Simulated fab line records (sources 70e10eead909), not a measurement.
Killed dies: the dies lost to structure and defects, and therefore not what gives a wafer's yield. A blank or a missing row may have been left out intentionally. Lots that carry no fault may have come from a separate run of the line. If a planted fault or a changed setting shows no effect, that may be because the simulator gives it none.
fab line records	flow nand-harc
record: lots: 24	wafers: 72	last-day: 34
route steps=1302 shown A_WL_FILL@975 A_CONTACT@997
lots that met no fault: from a run of the same line without faults
start-h: start of the lot's first displayed wafer, in hours after the record's first day	wait-h: hours elapsed since this lot's preceding step	" the same as in the row above	L1.1+2: several wafers, shown together as one row	- value missing, or start not given	* or withheld: withheld	< > ~ a bound
route shown NAME@n: a module of which the file shows steps, and the number in the route of the first	usual: average and standard deviation across the fault-free wafers	same: alike in all rows	chamber/n: place in a boat	sites: per-site readings	_std_site: the standard deviation of these	_edge_site: the outer-site mean with the inner-site mean subtracted	radius-mm: how far each site lies from the wafer's centre	mask NAME#n: copy n	behind: the most recent tool/chamber to have shaped the wafer	hold: cause of the lot's hold/its duration in hours/its outcome	device: the n, p or np transistor that did not switch	end of line: tests of these same wafers at the route's end	a step without rows: its recipe alone	killed: dies lost to structure and defects at the first sort, not the wafer's yield	map: the dies of a wafer, with x for killed, . for not killed, _ for no die there
set.NAME: setting as actually run; set.NAME@STEP: the setting as run at that earlier step	model.NAME: the simulator's own value behind a step, which no gauge read
a sample of lots followed through the steps of the route, with each step as a table and each wafer as a row
services: the hour from which a tool's chamber was out of use, counted from the record's first day as start-h (under 0 if before that day), plus the number of hours and why
== steps ==
step: NHARC_A_WL_FILL_ALD_19
recipe: target-thk-a: 20	pulse-time-s: 3	ald-cycles: 100	temp-c: 450	material: TiN
usual: heater-power-w: 1099/120	precursor-pulse-height-rel: 1.002/0.021
lot.wafer	tool	chamber	start-h	wait-h	heater-power-w	precursor-pulse-height-rel
L075.3	ald-metal-01	2	485.61	0.1	937	1.006
L075.5	"	1	"	"	1053	1.010
L075.6	"	2	"	"	961	1.019
L074.1	ald-metal-04	0	488.14	0.1	1075	0.967
L074.4	"	2	"	"	927	0.990
L074.6	"	1	"	"	981	1.014
L076.3	ald-metal-03	3	506.07	0.1	1039	1.016
L076.5	"	2	"	"	1348	0.974
L076.6	"	3	"	"	1035	1.019
L077.3	ald-metal-03	3	518.98	0.1	1045	0.994
L077.2	"	2	"	"	1322	1.014
L077.5	"	3	"	"	1036	1.011
L078.5	ald-metal-04	2	523.50	0.2	943	1.001
L078.4	"	0	"	"	1097	0.983
L078.6	"	1	"	"	958	1.026
L079.2	ald-metal-03	1	542.85	0.1	1071	1.010
L079.4	"	2	"	"	1332	1.046
L079.1	"	3	"	"	1037	1.033
L080.3	ald-metal-01	2	542.91	0.1	993	0.959
L080.1	"	3	"	"	1244	0.985
L080.5	"	1	"	"	1022	1.015
L081.1	ald-metal-03	1	554.89	0.1	1068	1.025
L081.2	"	2	"	"	1335	1.048
L081.3	"	3	"	"	1032	1.008
L082.1	ald-metal-04	3	572.54	0.1	1196	0.994
L082.3	"	1	"	"	960	1.004
L082.5	"	2	"	"	941	1.033
L083.2	ald-metal-03	2	586.29	0.1	1292	1.019
L083.5	"	2	"	"	1273	0.996
L083.6	"	0	"	"	1120	0.970
L086.2	ald-metal-04	0	586.30	0.2	1071	1.001
L086.5	"	1	"	"	967	1.015
L086.6	"	2	"	"	943	0.985
L084.4	ald-metal-01	1	594.47	0.1	995	1.007
L084.3	"	3	"	"	1286	1.021
L084.5	"	2	"	"	1034	1.009
L085.4	ald-metal-04	0	601.64	0.1	1113	0.989
L085.3	"	1	"	"	984	0.982
L085.5	"	1	"	"	959	0.988
L087.2	ald-metal-03	2	617.22	0.1	1336	0.996
L087.1	"	3	"	"	1040	1.000
L087.4	"	0	"	"	1081	1.023
L089.3	ald-metal-03	2	628.32	0.1	1323	0.982
L089.2	"	0	"	"	1093	0.987
L089.6	"	2	"	"	1310	0.963
L088.3	ald-metal-01	3	633.82	0.1	1285	0.998
L088.4	"	1	"	"	1002	0.999
L088.6	"	0	"	"	1082	0.997
L090.1	ald-metal-03	1	639.57	0.1	1116	1.003
L090.3	"	2	"	"	1324	0.979
L090.2	"	3	"	"	1044	0.987
L092.2	ald-metal-01	1	657.12	0.1	1002	1.010
L092.1	"	3	"	"	1293	0.985
L092.5	"	1	"	"	1019	1.005
L091.3	ald-metal-03	2	660.02	0.1	1313	1.028
L091.2	"	3	"	"	1066	1.026
L091.1	"	1	"	"	1129	1.010
L093.2	ald-metal-04	1	667.49	0.1	995	0.964
L093.1	"	3	"	"	1184	1.002
L093.5	"	1	"	"	1007	1.005
L094.3	ald-metal-03	0	682.85	0.1	1086	0.982
L094.1	"	2	"	"	1322	0.973
L094.5	"	0	"	"	1136	1.024
L095.3	ald-metal-01	2	685.58	0.1	1035	1.037
L095.1	"	3	"	"	1301	0.984
L095.2	"	0	"	"	1046	1.018
L096.4	ald-metal-03	0	701.24	0.1	1127	1.025
L096.3	"	1	"	"	1078	1.026
L096.1	"	2	"	"	1309	1.017
L097.2	ald-metal-01	1	726.67	0.2	1025	0.954
L097.5	"	2	"	"	982	1.029
L097.6	"	3	"	"	1310	1.027
step: NHARC_A_WL_FILL_INSPECT_15
usual: raw-defect-count: 516/160
lot.wafer	tool	chamber	start-h	wait-h	raw-defect-count
L075.3	defect-inspect-01	-	486.43	0.0	606
L075.5	"	-	"	"	735
L075.6	"	-	"	"	528
L074.1	defect-inspect-02	-	488.99	0.0	357
L074.4	"	-	"	"	478
L074.6	"	-	"	"	397
L076.3	defect-inspect-02	-	506.91	0.0	511
L076.5	"	-	"	"	521
L076.6	"	-	"	"	661
L077.2	defect-inspect-02	-	519.83	0.0	580
L077.3	"	-	"	"	690
L077.5	"	-	"	"	1261
L078.4	defect-inspect-01	-	524.32	0.0	764
L078.5	"	-	"	"	301
L078.6	"	-	"	"	524
L079.1	defect-inspect-01	-	543.69	0.0	612
L079.2	"	-	"	"	399
L079.4	"	-	"	"	472
L080.1	defect-inspect-01	-	543.76	0.0	520
L080.3	"	-	"	"	705
L080.5	"	-	"	"	752
L081.1	defect-inspect-02	-	555.76	0.0	516
L081.2	"	-	"	"	662
L081.3	"	-	"	"	588
L082.1	defect-inspect-01	-	573.41	0.0	421
L082.3	"	-	"	"	435
L082.5	"	-	"	"	405
L086.2	defect-inspect-01	-	587.09	0.0	493
L086.5	"	-	"	"	408
L086.6	"	-	"	"	642
L083.2	defect-inspect-02	-	587.18	0.0	587
L083.5	"	-	"	"	480
L083.6	"	-	"	"	598
L084.3	defect-inspect-02	-	595.33	0.0	460
L084.4	"	-	"	"	408
L084.5	"	-	"	"	533
L085.3	defect-inspect-01	-	602.49	0.0	455
L085.4	"	-	"	"	453
L085.5	"	-	"	"	403
L087.1	defect-inspect-02	-	618.08	0.0	477
L087.2	"	-	"	"	889
L087.4	"	-	"	"	373
L089.2	defect-inspect-02	-	629.16	0.0	473
L089.3	"	-	"	"	373
L089.6	"	-	"	"	399
L088.3	defect-inspect-01	-	635.30	0.0	330
L088.4	"	-	"	"	413
L088.6	"	-	"	"	393
L090.1	defect-inspect-02	-	640.39	0.0	668
L090.2	"	-	"	"	735
L090.3	"	-	"	"	762
L092.1	defect-inspect-02	-	658.02	0.0	590
L092.2	"	-	"	"	642
L092.5	"	-	"	"	908
L091.1	defect-inspect-01	-	660.88	0.0	463
L091.2	"	-	"	"	380
L091.3	"	-	"	"	380
L093.1	defect-inspect-01	-	668.34	0.0	460
L093.2	"	-	"	"	473
L093.5	"	-	"	"	472
L094.1	defect-inspect-01	-	683.70	0.0	414
L094.3	"	-	"	"	291
L094.5	"	-	"	"	355
L095.1	defect-inspect-02	-	686.45	0.0	474
L095.2	"	-	"	"	364
L095.3	"	-	"	"	426
L096.1	defect-inspect-02	-	702.10	0.0	550
L096.3	"	-	"	"	642
L096.4	"	-	"	"	560
L097.2	defect-inspect-01	-	727.48	0.0	358
L097.5	"	-	"	"	399
L097.6	"	-	"	"	338
step: NHARC_A_CONTACT_CD_MEAS_42
recipe: target-cd-nm: 300	landing-energy-ev: 500
usual: cd-nm: 300.1/0.64
lot.wafer	tool	chamber	start-h	wait-h	cd-nm
L075.3	cd-sem-03	0	497.23	-	299.1
L075.5	"	0	"	"	300.7
L075.6	"	0	"	"	300.9
L074.1	cd-sem-03	0	498.41	-	300.9
L074.4	"	0	"	"	301.4
L074.6	"	0	"	"	301.6
L076.3	cd-sem-01	0	517.28	-	299.6
L076.5	"	0	"	"	300.1
L076.6	"	0	"	"	301.0
L077.2	cd-sem-01	0	528.75	-	300.3
L077.3	"	0	"	"	299.4
L077.5	"	0	"	"	298.7
L078.4	cd-sem-02	0	534.77	-	299.0
L078.5	"	0	"	"	299.7
L078.6	"	0	"	"	299.2
L079.1	cd-sem-01	0	549.30	-	299.9
L079.2	"	0	"	"	299.4
L079.4	"	0	"	"	299.4
L080.1	cd-sem-03	0	549.45	-	298.4
L080.3	"	0	"	"	299.3
L080.5	"	0	"	"	300.3
L081.1	cd-sem-03	0	564.42	-	300.6
L081.2	"	0	"	"	300.6
L081.3	"	0	"	"	300.0
L082.1	cd-sem-02	0	578.98	-	300.3
L082.3	"	0	"	"	301.0
L082.5	"	0	"	"	300.7
L086.2	cd-sem-01	0	592.70	-	299.8
L086.5	"	0	"	"	299.0
L086.6	"	0	"	"	299.6
L083.2	cd-sem-01	0	593.25	-	300.4
L083.5	"	0	"	"	300.9
L083.6	"	0	"	"	301.1
L084.3	cd-sem-02	0	602.83	-	298.7
L084.4	"	0	"	"	299.6
L084.5	"	0	"	"	299.4
L085.3	cd-sem-01	0	610.75	-	300.4
L085.4	"	0	"	"	300.3
L085.5	"	0	"	"	300.1
L087.1	cd-sem-03	0	627.70	-	300.1
L087.2	"	0	"	"	299.8
L087.4	"	0	"	"	301.3
L089.2	cd-sem-03	0	634.71	-	299.7
L089.3	"	0	"	"	299.6
L089.6	"	0	"	"	300.2
L088.3	cd-sem-02	0	642.26	-	301.1
L088.4	"	0	"	"	300.2
L088.6	"	0	"	"	299.6
L090.1	cd-sem-02	0	647.15	-	299.4
L090.2	"	0	"	"	300.9
L090.3	"	0	"	"	300.5
L092.1	cd-sem-01	0	663.62	-	300.1
L092.2	"	0	"	"	299.6
L092.5	"	0	"	"	299.4
L091.1	cd-sem-01	0	667.26	-	300.7
L091.2	"	0	"	"	300.7
L091.3	"	0	"	"	299.9
L093.1	cd-sem-03	0	675.79	-	299.1
L093.2	"	0	"	"	299.2
L093.5	"	0	"	"	300.6
L094.1	cd-sem-02	0	689.35	-	300.3
L094.3	"	0	"	"	301.1
L094.5	"	0	"	"	300.1
L095.1	cd-sem-03	0	694.58	-	299.0
L095.2	"	0	"	"	299.9
L095.3	"	0	"	"	299.4
L096.1	cd-sem-02	0	707.83	-	299.4
L096.3	"	0	"	"	299.8
L096.4	"	0	"	"	300.7
L097.2	cd-sem-01	0	733.20	-	300.0
L097.5	"	0	"	"	300.6
L097.6	"	0	"	"	300.7
step: NHARC_A_CONTACT_OVL_MEAS_43
usual: overlay-x-nm: 0.0/0.98	overlay-y-nm: 0.0/0.84
lot.wafer	tool	chamber	start-h	wait-h	overlay-x-nm	overlay-y-nm
L075.3	overlay-02	-	497.31	-	1.4	-0.7
L075.5	"	-	"	"	1.9	-0.6
L075.6	"	-	"	"	1.7	-1.0
L074.1	overlay-01	-	498.50	-	-0.1	-0.5
L074.4	"	-	"	"	0.2	0.1
L074.6	"	-	"	"	0.3	-0.6
L076.3	overlay-01	-	517.36	-	0.0	0.7
L076.5	"	-	"	"	-0.1	0.6
L076.6	"	-	"	"	-0.2	0.8
L077.2	overlay-02	-	528.84	-	-1.0	0.1
L077.3	"	-	"	"	-0.9	0.4
L077.5	"	-	"	"	-0.9	-0.1
L078.4	overlay-01	-	534.85	-	-1.6	0.2
L078.5	"	-	"	"	-1.6	-0.2
L078.6	"	-	"	"	-1.2	-0.2
L079.1	overlay-01	-	549.39	-	-0.5	0.3
L079.2	"	-	"	"	-0.9	0.6
L079.4	"	-	"	"	0.1	0.9
L080.1	overlay-02	-	549.54	-	0.8	0.2
L080.3	"	-	"	"	0.7	0.6
L080.5	"	-	"	"	0.6	1.2
L081.1	overlay-02	-	564.51	-	0.3	-0.4
L081.2	"	-	"	"	0.1	-0.7
L081.3	"	-	"	"	0.2	-0.5
L082.1	overlay-01	-	579.07	-	-2.1	1.0
L082.3	"	-	"	"	-2.2	0.7
L082.5	"	-	"	"	-1.7	0.7
L086.2	overlay-01	-	592.79	-	1.3	1.6
L086.5	"	-	"	"	0.6	1.1
L086.6	"	-	"	"	0.7	1.4
L083.2	overlay-01	-	593.34	-	-0.5	-0.2
L083.5	"	-	"	"	-0.2	-0.5
L083.6	"	-	"	"	-0.5	-0.7
L084.3	overlay-01	-	602.91	-	1.4	0.0
L084.4	"	-	"	"	1.4	0.5
L084.5	"	-	"	"	1.7	0.2
L085.3	overlay-01	-	610.83	-	1.0	0.2
L085.4	"	-	"	"	0.8	-0.5
L085.5	"	-	"	"	0.8	-0.5
L087.1	overlay-01	-	627.79	-	0.0	0.8
L087.2	"	-	"	"	-0.5	0.8
L087.4	"	-	"	"	-0.6	1.2
L089.2	overlay-02	-	634.79	-	-0.1	-0.9
L089.3	"	-	"	"	0.2	-1.3
L089.6	"	-	"	"	-0.8	-1.5
L088.3	overlay-02	-	642.35	-	0.8	1.3
L088.4	"	-	"	"	0.9	1.8
L088.6	"	-	"	"	0.5	1.7
L090.1	overlay-01	-	647.24	-	0.1	-0.7
L090.2	"	-	"	"	0.5	-0.5
L090.3	"	-	"	"	0.3	-0.6
L092.1	overlay-02	-	663.71	-	-1.2	-0.9
L092.2	"	-	"	"	-1.6	-0.6
L092.5	"	-	"	"	-1.2	-0.5
L091.1	overlay-01	-	667.35	-	1.1	1.1
L091.2	"	-	"	"	1.0	1.3
L091.3	"	-	"	"	0.8	1.0
L093.1	overlay-01	-	675.87	-	-0.6	-0.5
L093.2	"	-	"	"	-0.4	-0.9
L093.5	"	-	"	"	-0.6	0.3
L094.1	overlay-01	-	689.44	-	1.2	-1.1
L094.3	"	-	"	"	0.9	-0.8
L094.5	"	-	"	"	1.3	-1.2
L095.1	overlay-02	-	694.67	-	-0.5	-0.7
L095.2	"	-	"	"	-0.5	-0.8
L095.3	"	-	"	"	-0.8	-0.6
L096.1	overlay-01	-	707.92	-	-0.7	-0.2
L096.3	"	-	"	"	0.3	-0.4
L096.4	"	-	"	"	0.5	-0.5
L097.2	overlay-02	-	733.28	-	0.3	-0.4
L097.5	"	-	"	"	0.2	-0.5
L097.6	"	-	"	"	0.9	-0.1
step: NHARC_A_CONTACT_ETCH_48
recipe: target-depth-a: 390	over-etch-frac: 0.3	time-s: 65	ion-energy-ev: 80	cf4-flow-sccm: 150	ar-flow-sccm: 0	rf-w: 300	bias-w: 100	chemistry: CF4
usual: drypump-motor-current-A: 5.5/0.42	oes-product-au: 0.999/0.014	rf-vpp-V: 151.6/1.1	showerhead-plenum-p-Torr: 1.80/0.073	throttle-valve-pct: 13.284/0.0095
lot.wafer	tool	chamber	start-h	wait-h	drypump-motor-current-A	oes-product-au	rf-hours-counter-h	rf-vpp-V	showerhead-plenum-p-Torr	throttle-valve-pct
L075.3	rie-diel-04	3	497.50	0.1	5.2	1.018	49	150.4	1.65	13.287
L075.6	"	2	"	"	5.4	1.005	-	152.1	1.75	13.286
L075.5	"	3	"	"	5.2	1.034	-	150.9	1.65	13.285
L074.1	rie-diel-07	2	498.70	0.1	5.5	1.002	1	150.6	1.76	13.282
L074.4	"	1	"	"	5.7	1.000	1	151.2	1.88	13.279
L074.6	"	2	"	"	5.5	1.009	-	151.4	1.76	13.305
L076.3	rie-diel-07	3	517.55	0.1	6.0	1.009	5	151.4	1.82	13.290
L076.6	"	2	"	"	5.5	1.007	-	151.1	1.76	13.286
L076.5	"	3	"	"	5.9	1.009	-	151.7	1.82	13.294
L077.2	rie-diel-07	3	529.03	0.1	6.0	1.003	7	151.7	1.82	13.282
L077.3	"	1	"	"	5.7	1.005	8	152.1	1.87	13.293
L077.5	"	2	"	"	5.5	1.010	-	150.6	1.76	13.312
L078.4	rie-diel-11	2	535.16	0.2	5.7	0.984	32	150.5	1.69	13.297
L078.6	"	2	"	"	5.6	0.991	-	150.7	1.69	13.286
L078.5	"	3	"	"	5.1	1.000	-	150.9	1.80	13.284
L079.1	rie-diel-07	1	549.59	0.1	5.7	0.989	14	153.5	1.87	13.286
L079.2	"	3	"	"	6.0	1.011	14	149.3	1.82	13.300
L079.4	"	3	"	"	6.0	1.010	-	150.9	1.82	13.293
L080.3	rie-diel-04	0	549.72	0.1	5.5	0.989	1	152.4	1.89	13.263
L080.1	"	3	"	"	5.2	0.994	1	153.2	1.91	13.293
L080.5	"	1	"	"	6.0	0.974	-	152.3	1.87	13.285
L081.1	rie-diel-04	3	564.69	0.1	5.2	0.992	4	152.8	1.91	13.279
L081.2	"	0	"	"	5.5	0.989	4	153.0	1.89	13.279
L081.3	"	1	"	"	6.0	0.981	4	151.3	1.87	13.272
L082.1	rie-diel-04	3	579.26	0.1	5.2	0.982	10	151.8	1.91	13.289
L082.3	"	0	"	"	5.5	0.985	9	153.4	1.89	13.296
L082.5	"	3	"	"	5.2	0.994	-	152.6	1.91	13.294
L086.2	rie-diel-07	0	593.00	0.1	4.7	0.997	17	150.7	1.77	13.292
L086.5	"	3	"	"	6.0	1.005	-	151.1	1.82	13.273
L086.6	"	0	"	"	4.7	0.994	-	152.5	1.77	13.288
L083.2	rie-diel-07	2	593.57	0.1	5.5	1.010	16	151.8	1.75	13.270
L083.6	"	0	"	"	4.8	1.004	-	152.0	1.77	13.294
L083.5	"	2	"	"	5.5	1.011	-	151.7	1.76	13.292
L084.3	rie-diel-07	0	603.12	0.1	4.7	0.990	21	152.1	1.77	13.281
L084.4	"	0	"	"	4.7	0.987	-	151.9	1.77	13.293
L084.5	"	2	"	"	5.5	1.006	-	151.6	1.75	13.277
L085.3	rie-diel-07	2	611.03	0.1	5.5	1.016	22	151.3	1.75	13.287
L085.5	"	2	"	"	5.5	1.013	-	150.5	1.75	13.284
L085.4	"	0	"	"	4.7	1.003	-	151.8	1.76	13.286
L087.1	rie-diel-04	3	627.97	0.1	5.2	0.998	23	153.0	1.90	13.280
L087.4	"	0	"	"	5.5	1.001	29	151.4	1.88	13.283
L087.2	"	1	"	"	6.0	0.976	28	152.0	1.87	13.285
L089.3	rie-diel-04	0	634.98	0.1	5.5	0.997	34	151.5	1.88	13.298
L089.2	"	2	"	"	5.4	0.993	31	149.9	1.74	13.285
L089.6	"	1	"	"	6.0	0.976	-	151.6	1.87	13.286
L088.3	rie-diel-11	1	642.54	0.1	6.2	1.037	7	150.3	1.70	13.290
L088.6	"	1	"	"	6.2	1.025	-	149.4	1.70	13.281
L088.4	"	2	"	"	5.7	0.999	-	149.3	1.68	13.279
L090.1	rie-diel-11	0	647.52	0.1	5.5	0.994	11	153.4	1.91	13.283
L090.2	"	1	"	"	6.2	1.030	10	150.5	1.70	13.297
L090.3	"	2	"	"	5.7	0.988	10	150.8	1.68	13.281
L092.2	rie-diel-04	2	663.91	0.1	5.4	0.993	43	149.9	1.73	13.277
L092.1	"	3	"	"	5.2	0.984	40	153.5	1.90	13.283
L092.5	"	2	"	"	5.4	0.995	-	150.2	1.74	13.284
L091.3	rie-diel-11	1	667.53	0.1	6.2	1.029	19	151.9	1.70	13.291
L091.1	"	2	"	"	5.7	0.993	18	151.2	1.68	13.277
L091.2	"	3	"	"	5.2	0.997	9	150.4	1.79	13.285
L093.2	rie-diel-07	1	676.06	0.1	5.7	1.013	1	152.0	1.87	13.279
L093.1	"	3	"	"	6.0	0.986	2	153.1	1.81	13.286
L093.5	"	0	"	"	4.7	0.985	-	153.1	1.76	13.284
L094.3	rie-diel-07	1	689.86	0.1	5.8	1.004	5	152.5	1.87	13.270
L094.1	"	2	"	"	5.5	1.013	5	150.3	1.75	13.278
L094.5	"	3	"	"	5.9	0.983	-	152.0	1.81	13.288
L095.2	rie-diel-11	1	694.85	0.1	6.2	1.038	30	149.9	1.69	13.269
L095.3	"	3	"	"	5.2	0.988	17	152.3	1.78	13.279
L095.1	"	0	"	"	5.5	0.998	30	152.9	1.90	13.270
L096.3	rie-diel-07	0	708.10	0.1	4.8	0.992	7	151.1	1.76	13.286
L096.4	"	1	"	"	5.7	0.990	7	153.0	1.87	13.294
L096.1	"	2	"	"	5.5	0.999	7	150.6	1.75	13.279
L097.2	rie-diel-07	2	733.46	0.1	5.5	1.008	11	150.9	1.75	13.284
L097.6	"	2	"	"	5.5	1.002	-	151.6	1.75	13.280
L097.5	"	3	"	"	6.0	0.989	-	152.9	1.81	13.283
step: NHARC_A_CONTACT_ETCH_118
recipe: source-w: withheld	pressure-mtorr: 20	bias-v: 3000	time-s: 190	target-depth-a: 18500	ar-flow-sccm: withheld	c4f8-flow-sccm: withheld	o2-flow-sccm: withheld	chemistry: C4F8/O2/Ar
lot.wafer	tool	chamber	start-h	wait-h	rf-hours-counter-h
L075.3	har-cap-etch-03	0	500.51	0.1	-
L075.5	"	0	"	"	-
L075.6	"	1	"	"	-
L074.1	har-cap-etch-02	1	501.68	0.1	83
L074.4	"	1	"	"	-
L074.6	"	1	"	"	-
L076.3	har-cap-etch-02	0	520.55	0.1	-
L076.6	"	0	"	"	-
L076.5	"	1	"	"	-
L077.2	har-cap-etch-03	0	532.34	0.1	44
L077.3	"	1	"	"	-
L077.5	"	1	"	"	-
L078.4	har-cap-etch-03	0	538.21	0.1	-
L078.6	"	1	"	"	-
L078.5	"	0	"	"	-
L080.1	har-cap-etch-01	1	552.71	0.1	8
L080.3	"	0	"	"	-
L080.5	"	0	"	"	-
L079.1	har-cap-etch-02	0	552.90	0.1	94
L079.2	"	1	"	"	94
L079.4	"	0	"	"	-
L081.2	har-cap-etch-02	0	567.64	0.1	96
L081.1	"	1	"	"	96
L081.3	"	1	"	"	-
L082.1	har-cap-etch-01	1	582.35	0.1	14
L082.3	"	1	"	"	-
L082.5	"	1	"	"	-
L086.2	har-cap-etch-01	0	596.30	0.1	16
L086.6	"	0	"	"	-
L086.5	"	1	"	"	-
L083.2	har-cap-etch-02	0	597.85	0.1	101
L083.6	"	0	"	"	-
L083.5	"	1	"	"	-
L084.4	har-cap-etch-01	1	606.47	0.1	-
L084.3	"	0	"	"	-
L084.5	"	0	"	"	-
L085.3	har-cap-etch-01	0	614.43	0.1	-
L085.4	"	1	"	"	-
L085.5	"	1	"	"	-
L087.2	har-cap-etch-03	0	630.93	0.1	63
L087.1	"	1	"	"	63
L087.4	"	0	"	"	-
L089.2	har-cap-etch-02	0	637.97	0.1	108
L089.3	"	0	"	"	-
L089.6	"	0	"	"	-
L088.4	har-cap-etch-01	0	646.04	0.1	-
L088.3	"	1	"	"	-
L088.6	"	1	"	"	-
L090.2	har-cap-etch-03	1	651.09	0.1	67
L090.1	"	0	"	"	67
L090.3	"	1	"	"	-
L092.2	har-cap-etch-01	1	666.87	0.1	32
L092.1	"	0	"	"	32
L092.5	"	0	"	"	-
L091.2	har-cap-etch-03	0	670.65	0.1	71
L091.1	"	1	"	"	71
L091.3	"	0	"	"	-
L093.2	har-cap-etch-01	0	679.02	0.1	34
L093.1	"	1	"	"	34
L093.5	"	1	"	"	-
L094.1	har-cap-etch-01	0	692.83	0.1	38
L094.3	"	0	"	"	-
L094.5	"	1	"	"	-
L095.1	har-cap-etch-03	0	697.81	0.1	77
L095.2	"	1	"	"	77
L095.3	"	0	"	"	-
L096.1	har-cap-etch-03	0	711.05	0.1	79
L096.4	"	0	"	"	-
L096.3	"	1	"	"	-
L097.2	har-cap-etch-01	0	736.43	0.1	43
L097.6	"	0	"	"	-
L097.5	"	1	"	"	-
== services ==
tool	chamber	start-h	hours	kind
rie-diel-07	-	472.20	9.0	pm
ald-metal-01	3	492.36	10.8	repair
har-cap-etch-01	-	497.00	17.0	pm
ald-metal-01	1	499.23	26.6	repair
rie-diel-07	2	507.03	8.5	repair
ald-metal-01	-	526.00	10.0	pm
rie-diel-07	0	527.07	10.1	repair
rie-diel-04	-	535.82	9.0	pm
rie-diel-07	2	538.85	13.1	repair
rie-diel-07	3	553.47	4.7	repair
ald-metal-01	3	564.45	6.5	repair
ald-metal-03	-	568.00	10.0	pm
rie-diel-07	1	580.12	5.6	repair
ald-metal-03	1	581.42	46.8	repair
rie-diel-07	1	589.30	32.4	repair
rie-diel-04	3	595.62	12.3	repair
ald-metal-01	3	602.60	2.2	repair
ald-metal-03	-	614.10	1.2	repair
rie-diel-07	3	620.84	6.6	repair
ald-metal-01	0	639.38	31.1	repair
rie-diel-07	-	649.49	9.0	pm
rie-diel-04	0	677.84	7.8	repair
ald-metal-01	-	704.00	10.0	pm
har-cap-etch-01	-	726.84	0.8	repair
== key ==
fault none
